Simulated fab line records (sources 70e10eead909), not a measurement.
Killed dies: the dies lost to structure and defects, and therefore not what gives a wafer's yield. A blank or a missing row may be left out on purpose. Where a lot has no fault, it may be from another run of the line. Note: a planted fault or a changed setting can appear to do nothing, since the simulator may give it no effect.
Which tool did it?	flow nand_harc	33 wafers from 11 lots sampled at 5 of the route's 1302 steps

== WHAT THE GAUGES READ, wafer by wafer ==
NHARC_END_WLT_00.
lot	measured	on	VT_DECK1_BOTTOM	VT_DECK1_BOTTOM_INNER	VT_DECK1_MEDIAN_NEAR_BOTTOM	VT_DECK1_MEDIAN_NEAR_BOTTOM_INNER	VT_DECK1_MIDDLE	VT_DECK1_MIDDLE_INNER	VT_DECK1_TOP	VT_DECK1_TOP_INNER	VT_DECK2_BOTTOM	VT_DECK2_BOTTOM_INNER	VT_DECK2_MEDIAN_NEAR_BOTTOM	VT_DECK2_MEDIAN_NEAR_BOTTOM_INNER	VT_DECK2_MIDDLE	VT_DECK2_MIDDLE_INNER	VT_DECK2_TOP	VT_DECK2_TOP_INNER
L229	day 24 16:34	prober-01	0.882 0.875 0.882	0.879 0.876 0.876	0.884 0.872 0.883	0.883 0.882 0.875	0.889 0.895 0.892	0.893 0.886 0.889	0.906 0.908 0.913	0.909 0.908 0.907	0.871 0.874 0.878	0.863 0.872 0.867	0.866 0.868 0.861	0.859 0.866 0.869	0.882 0.887 0.890	0.880 0.885 0.885	0.904 0.896 0.897	0.896 0.901 0.898
L231	day 26 09:56	prober-01	0.879 0.887 0.878	0.874 0.879 0.878	0.869 0.879 0.886	0.883 0.880 0.876	0.883 0.896 0.896	0.891 0.888 0.889	0.902 0.905 0.902	0.901 0.907 0.897	0.862 0.858 0.873	0.868 0.868 0.861	0.882 0.877 0.872	0.876 0.870 0.871	0.877 0.885 0.885	0.883 0.882 0.882	0.901 0.900 0.895	0.900 0.894 0.894
L233	day 26 16:25	prober-02	0.858 0.851 0.863	0.865 0.866 0.871	0.860 0.869 0.862	0.860 0.863 0.867	0.872 0.872 0.866	0.871 0.866 0.871	0.882 0.881 0.871	0.882 0.878 0.875	0.873 0.866 0.860	0.867 0.866 0.863	0.869 0.865 0.866	0.858 0.863 0.863	0.877 0.875 0.874	0.875 0.878 0.883	0.891 0.888 0.888	0.887 0.884 0.888
L232	day 27 02:43	prober-01	0.870 0.871 0.877	0.880 0.875 0.878	0.872 0.861 0.880	0.877 0.879 0.879	0.887 0.889 0.887	0.888 0.882 0.882	0.899 0.896 0.893	0.897 0.901 0.897	0.866 0.875 0.870	0.873 0.867 0.862	0.872 0.872 0.871	0.865 0.874 0.868	0.881 0.886 0.883	0.881 0.882 0.885	0.894 0.900 0.892	0.896 0.901 0.896
L237	day 28 01:08	prober-02	0.881 0.876 0.867	0.881 0.880 0.867	0.879 0.868 0.863	0.875 0.871 0.868	0.894 0.890 0.893	0.885 0.886 0.895	0.900 0.897 0.906	0.897 0.906 0.895	0.867 0.866 0.874	0.876 0.876 0.865	0.870 0.876 0.870	0.873 0.875 0.866	0.883 0.880 0.872	0.885 0.881 0.886	0.890 0.895 0.888	0.892 0.890 0.887
L239	day 29 00:56	prober-02	0.884 0.878 0.884	0.885 0.879 0.891	0.880 0.876 0.886	0.890 0.882 0.891	0.894 0.898 0.896	0.893 0.897 0.897	0.903 0.902 0.901	0.897 0.906 0.905	0.866 0.861 0.862	0.868 0.870 0.870	0.868 0.871 0.876	0.866 0.872 0.878	0.875 0.876 0.871	0.876 0.888 0.884	0.898 0.890 0.890	0.902 0.893 0.886
L240	day 29 08:13	prober-01	0.860 0.875 0.859	0.862 0.873 0.867	0.860 0.862 0.872	0.864 0.872 0.873	0.878 0.878 0.886	0.879 0.884 0.878	0.889 0.891 0.893	0.890 0.886 0.882	0.876 0.876 0.880	0.878 0.876 0.875	0.876 0.883 0.874	0.874 0.883 0.873	0.888 0.889 0.883	0.884 0.891 0.882	0.904 0.896 0.912	0.899 0.899 0.900
L244	day 31 09:56	prober-01	0.869 0.873 0.868	0.878 0.867 0.869	0.876 0.872 0.880	0.873 0.874 0.878	0.882 0.884 0.882	0.885 0.885 0.887	0.897 0.895 0.891	0.906 0.899 0.892	0.877 0.862 0.871	0.875 0.868 0.879	0.876 0.875 0.876	0.866 0.876 0.876	0.890 0.882 0.883	0.883 0.886 0.885	0.897 0.896 0.900	0.896 0.892 0.897
L250	day 33 00:27	prober-01	0.872 0.864 0.870	0.878 0.865 0.869	0.871 0.870 0.865	0.878 0.867 0.869	0.880 0.888 0.886	0.887 0.893 0.884	0.904 0.893 0.903	0.895 0.899 0.893	0.868 0.870 0.873	0.874 0.873 0.874	0.882 0.876 0.873	0.883 0.869 0.867	0.885 0.883 0.884	0.885 0.877 0.876	0.895 0.891 0.889	0.888 0.894 0.896
L249	day 33 06:38	prober-02	0.872 0.876 0.870	0.871 0.878 0.872	0.886 0.880 0.878	0.888 0.879 0.871	0.886 0.893 0.893	0.889 0.895 0.885	0.906 0.906 0.898	0.910 0.896 0.902	0.877 0.879 0.873	0.873 0.886 0.876	0.879 0.880 0.874	0.884 0.882 0.870	0.890 0.888 0.887	0.886 0.892 0.883	0.900 0.898 0.902	0.891 0.898 0.898
L251	day 34 08:55	prober-01	0.867 0.872 0.869	0.866 0.885 0.867	0.869 0.878 0.869	0.872 0.880 0.868	0.883 0.890 0.885	0.888 0.889 0.878	0.899 0.898 0.899	0.889 0.885 0.897	0.865 0.866 0.864	0.866 0.879 0.868	0.870 0.869 0.872	0.871 0.883 0.873	0.882 0.881 0.874	0.882 0.882 0.886	0.895 0.892 0.890	0.897 0.898 0.894

NHARC_END_SORT_01.
lot	measured	on	killed_at_array	killed_at_other	killed_at_periphery	killed_dies	killed_open	killed_short
L249	day 33 10:32	prober-02	167 115 154	4 2 2	4 6 1	175 123 157	3 2 4	4 1 3
L251	day 34 12:29	prober-01	153 139 117	0 0 0	3 0 5	156 139 122	1 2 7	1 1 0

== WHAT TOOL EACH LOT RAN ON (gives the tool, then ch and the chambers of the sampled wafers, and finally the start) ==
lot	NHARC_A_CONTACT_ETCH_97	NHARC_THIN_TSV_DEGAS_49	NHARC_THIN_TSV_STRIP_56
L229	rie_diel-05 ch 0,1,3, day 22 15:03	pvd_sputter-01, day 24 07:25	plasma_asher-02 ch 0,1, day 24 11:13
L231	rie_diel-02 ch 0,3, day 23 20:40	pvd_sputter-01, day 25 21:11	plasma_asher-01 ch 0,1, day 26 00:58
L233	rie_diel-05 ch 0,2,3, day 24 07:23	pvd_sputter-02, day 26 07:23	plasma_asher-01 ch 0,1, day 26 11:02
L232	rie_diel-12 ch 0,3, day 24 20:41	pvd_sputter-01, day 26 15:52	plasma_asher-01 ch 0,1, day 26 19:51
L237	rie_diel-02 ch 0,1, day 25 19:22	pvd_sputter-01, day 27 12:26	plasma_asher-02 ch 0, day 27 16:12
L239	rie_diel-02 ch 0,1,3, day 26 20:42	pvd_sputter-03, day 28 15:40	plasma_asher-02 ch 0,1, day 28 19:28
L240	rie_diel-05 ch 0,2,3, day 27 04:53	pvd_sputter-02, day 28 21:38	plasma_asher-01 ch 0,1, day 29 01:23
L244	rie_diel-05 ch 0,3, day 29 04:58	pvd_sputter-02, day 30 23:47	plasma_asher-02 ch 0,1, day 31 03:38
L250	rie_diel-05 ch 0,1, day 30 11:15	pvd_sputter-01, day 32 07:43	plasma_asher-01 ch 0,1, day 32 11:40
L249	rie_diel-05 ch 1,2, day 30 17:25	pvd_sputter-03, day 32 19:32	plasma_asher-02 ch 0,1, day 32 23:28
L251	rie_diel-05 ch 1,2,3, day 31 22:44	pvd_sputter-02, day 33 21:47	plasma_asher-01 ch 0,1, day 34 01:41
- NHARC_A_CONTACT_ETCH_97: etches the open film in C4F6/O2, target depth 20 nm, time 10 s.
- NHARC_THIN_TSV_DEGAS_49: time 120 s.
- NHARC_THIN_TSV_STRIP_56: strips in O2.

== WHAT THE TOOLS THEMSELVES READ (means of the sampled wafers that have a number; where no wafer has one, the mark that the record gives instead) ==
NHARC_A_CONTACT_ETCH_97.
lot	tool	drypump_motor_current_A (A)	oes_product_au (a.u.)	rf_vpp_V (V)	showerhead_plenum_p_Torr (Torr)	throttle_valve_pct (%)
L229	rie_diel-05	6.0	0.949	547	3.91	26.899
L231	rie_diel-02	5.9	1.006	549	4.03	26.904
L233	rie_diel-05	5.8	0.955	545	3.83	26.907
L232	rie_diel-12	5.5	0.988	547	3.89	26.901
L237	rie_diel-02	5.5	0.941	551	4.16	26.907
L239	rie_diel-02	5.6	0.998	550	4.03	26.897
L240	rie_diel-05	5.9	0.933	545	3.82	26.906
L244	rie_diel-05	5.9	0.933	543	3.76	26.903
L250	rie_diel-05	6.1	0.976	547	3.93	26.906
L249	rie_diel-05	6.0	0.934	547	3.90	26.897
L251	rie_diel-05	6.0	0.936	548	3.95	26.909

NHARC_THIN_TSV_DEGAS_49.
lot	tool	heater_power_w (W)
L229	pvd_sputter-01	441
L231	pvd_sputter-01	414
L233	pvd_sputter-02	417
L232	pvd_sputter-01	420
L237	pvd_sputter-01	453
L239	pvd_sputter-03	414
L240	pvd_sputter-02	428
L244	pvd_sputter-02	451
L250	pvd_sputter-01	447
L249	pvd_sputter-03	485
L251	pvd_sputter-02	427

NHARC_THIN_TSV_STRIP_56.
lot	tool	drypump_motor_current_A (A)	heater_power_w (W)
L229	plasma_asher-02	5.9	310
L231	plasma_asher-01	6.2	313
L233	plasma_asher-01	6.0	303
L232	plasma_asher-01	6.2	320
L237	plasma_asher-02	6.2	289
L239	plasma_asher-02	6.0	296
L240	plasma_asher-01	5.9	305
L244	plasma_asher-02	5.8	306
L250	plasma_asher-01	6.0	301
L249	plasma_asher-02	5.8	310
L251	plasma_asher-01	5.9	301

== THE ANSWER, worked out from the rows above alone ==
Rule: the lots themselves supply what counts as usual. The widest of any qualifying gaps counts: lots, ordered by their means at a reading, are off when they make up no more than a third of the lots, leave a main group of 4 or more, and stand apart from it by 3 or more times the standard deviation of that group's means. A main group whose means are all the same, to the digits that the tables above print for the reading, isn't used. Also off: a lot with no number at a reading for which 4 or more lots have one. Where the step has rows for the other lots, those lots are counted as sound. Order of review: gauges by route order, followed by the tools' own readings, for which a lot's mean as printed above is used. At the first step where some lot is off, the reading lying furthest off is the one used; lots without a number count as furthest.
None of the lots is off at any reading shown; this tells nothing.

== WHAT WAS PUT IN BY THE SIMULATOR ==
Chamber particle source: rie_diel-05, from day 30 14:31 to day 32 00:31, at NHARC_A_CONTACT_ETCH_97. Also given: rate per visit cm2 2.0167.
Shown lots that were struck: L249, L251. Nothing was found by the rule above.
